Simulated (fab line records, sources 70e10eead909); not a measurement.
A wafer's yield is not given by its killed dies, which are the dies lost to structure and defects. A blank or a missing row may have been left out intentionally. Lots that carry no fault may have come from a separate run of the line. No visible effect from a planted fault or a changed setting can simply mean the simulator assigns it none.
Commonality check across tools :: flow nand-harc :: 3 lots and 9 wafers in the sample

REASON IT WAS OPENED
Flagged at NHARC_END_SORT_01: reading killed-at-array, on 2 of 3 lots. No-fault wafers: 29, standard deviation 11.
Rule: flag the lot when none of its wafers has a number, or when each of its wafers that has one lies beyond 4 standard deviations from that mean. All remaining lots are regarded as sound.

lot: L479
measured: day 23 22:25
on: prober-02
killed-at-array, wafer by wafer: 91 111 132
flag: FLAGGED

lot: L481
measured: day 24 00:53
on: prober-01
killed-at-array, wafer by wafer: 86 135 93
flag: FLAGGED

lot: L484
measured: day 25 01:31
on: prober-02
killed-at-array, wafer by wafer: 31 46 42
flag: 
Average over the flagged lots: 108; offset from the usual +79, equal to +7 standard deviations.

LOT BY LOT: THE TOOL USED
3 process steps preceding the reading are held in the record, out of 1159 steps in the route. In each cell: the tool, then ch and the chambers that the sampled wafers went through, then the start.
lot: L479
flag: FLAGGED
NHARC_A_CONTACT_ETCH_113: har-cap-etch-02 ch 0,1, day 20 14:21
NHARC_A_BONDPAD_PVD_27: pvd-sputter-01, day 22 06:22 or earlier
NHARC_A_BONDPAD_ANNEAL_28: rtp-anneal-02 ch 0, day 22 06:22

lot: L481
flag: FLAGGED
NHARC_A_CONTACT_ETCH_113: har-cap-etch-02 ch 0,1, day 20 20:43
NHARC_A_BONDPAD_PVD_27: pvd-sputter-01, day 22 09:29 or earlier
NHARC_A_BONDPAD_ANNEAL_28: rtp-anneal-01 ch 0, day 22 09:29

lot: L484
flag: 
NHARC_A_CONTACT_ETCH_113: har-cap-etch-01 ch 0,1, day 21 22:40
NHARC_A_BONDPAD_PVD_27: pvd-sputter-01, day 23 14:18 or earlier
NHARC_A_BONDPAD_ANNEAL_28: rtp-anneal-01 ch 0, day 23 14:18
What the steps here do:
- NHARC_A_CONTACT_ETCH_113: etches the open film in C4F8/O2/Ar, time 94 s, target depth 922 nm.
- NHARC_A_BONDPAD_PVD_27: deposits Cu, target thk 30 nm, time 20.49 s.
- NHARC_A_BONDPAD_ANNEAL_28: time 90 s.
- NHARC_END_SORT_01

FLAGGED AGAINST TOTAL, ONE TOOL AT A TIME (gauges that did the reading follow at the end)
step: NHARC_A_CONTACT_ETCH_113
tool: har-cap-etch-01
lots run: 1
flagged: 0
share of the flagged lots: none
sound lots run after its first flagged lot: -

step: NHARC_A_CONTACT_ETCH_113
tool: har-cap-etch-02
lots run: 2
flagged: 2
share of the flagged lots: all
sound lots run after its first flagged lot: 0

step: NHARC_A_BONDPAD_PVD_27
tool: pvd-sputter-01
lots run: 3
flagged: 2
share of the flagged lots: all
sound lots run after its first flagged lot: 1 (L484)

step: NHARC_A_BONDPAD_ANNEAL_28
tool: rtp-anneal-01
lots run: 2
flagged: 1
share of the flagged lots: some
sound lots run after its first flagged lot: 1 (L484)

step: NHARC_A_BONDPAD_ANNEAL_28
tool: rtp-anneal-02
lots run: 1
flagged: 1
share of the flagged lots: some
sound lots run after its first flagged lot: 0

step: NHARC_END_SORT_01
tool: prober-01
lots run: 1
flagged: 1
share of the flagged lots: some
sound lots run after its first flagged lot: 0

step: NHARC_END_SORT_01
tool: prober-02
lots run: 2
flagged: 1
share of the flagged lots: some
sound lots run after its first flagged lot: 1 (L484)
NHARC_A_BONDPAD_PVD_27 gives no start for some lots, so the hours and the order of its lots are those of NHARC_A_BONDPAD_ANNEAL_28.

WHAT THE TABLE PERMITS
Table rows that saw every flagged lot: 2, namely har-cap-etch-02 at NHARC_A_CONTACT_ETCH_113 and pvd-sputter-01 at NHARC_A_BONDPAD_PVD_27.
- har-cap-etch-02 at NHARC_A_CONTACT_ETCH_113 ran 2 lots, 2 of them flagged. Because this sample shows no sound lot run on it before its first flagged lot, the start cannot be pinned down more closely.
- pvd-sputter-01 at NHARC_A_BONDPAD_PVD_27 ran 3 lots, 2 of them flagged. After the first flagged lot (L484), sound lots still ran on it; a lasting fault on the whole tool would not permit that.
One tool is left: har-cap-etch-02 at NHARC_A_CONTACT_ETCH_113.

WHAT HAD BEEN PUT IN BY THE SIMULATOR
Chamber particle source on har-cap-etch-02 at NHARC_A_CONTACT_ETCH_113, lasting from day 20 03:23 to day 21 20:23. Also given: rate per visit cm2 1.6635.
Struck lots among those shown: L479, L481. This agrees with what the rule above found.
